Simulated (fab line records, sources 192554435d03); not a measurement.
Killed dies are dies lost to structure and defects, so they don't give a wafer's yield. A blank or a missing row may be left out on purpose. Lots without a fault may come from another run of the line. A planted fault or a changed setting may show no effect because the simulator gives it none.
Chamber matching | flow n5_finfet | N5_MOL_CONTACT_COAG_ALD_27 on ald_sin-01: 4 sister chambers
The step deposits SiOC, target thk 17 nm, pulse time 1.5 s, time 2720 s. 8 wafers are shown with their chamber, then 7 later ones without.

WAFERS WITH THEIR CHAMBER
wafer  | chamber | heater_power_w (W) | heater_power_outer_w (W)
L854.2 | 3       | 976                | 602
L854.4 | 2       | 852                | 542
L854.6 | 3       | 994                | 611
L856.2 | 1       | 915                | 614
L856.3 | 0       | 933                | 656
L856.5 | 2       | 834                | 538
L855.1 | 0       | 913                | 637
L855.2 | 1       | 909                | 624

WAFERS WITHOUT THEIR CHAMBER
wafer  | heater_power_w (W) | heater_power_outer_w (W)
L855.6 | 931                | 646
L860.2 | 931                | 647
L860.3 | 902                | 632
L860.6 | 824                | 542
L867.4 | 861                | 533
L867.5 | 1012               | 618
L867.6 | 829                | 556

WHICH CHAMBER EACH WENT THROUGH
wafer  | from the rows above     | in truth
L855.6 | 0                       | 0
L860.2 | 0                       | 0
L860.3 | can't be placed: 1 or 0 | 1
L860.6 | 2                       | 2
L867.4 | 2                       | 2
L867.5 | 3                       | 3
L867.6 | 2                       | 2
Placed correctly: 6 of 7. Can't be placed from these rows: 1 (the true chamber is among the candidates in 1). Placed wrongly: 0.
How it was worked out, from the rows above alone: a wafer's distance from a chamber is the root of the sum, over the readings, of the square of ((its reading less the chamber's mean) divided by the reading's scatter). The wafer belongs to the nearest chamber; if the next one is less than 2 further off, it can't be placed. A chamber's mean is the mean of its shown wafers. The scatter: the root of (the sum of the squares of (reading less its chamber's mean) over the shown wafers, divided by (wafers less chambers)).
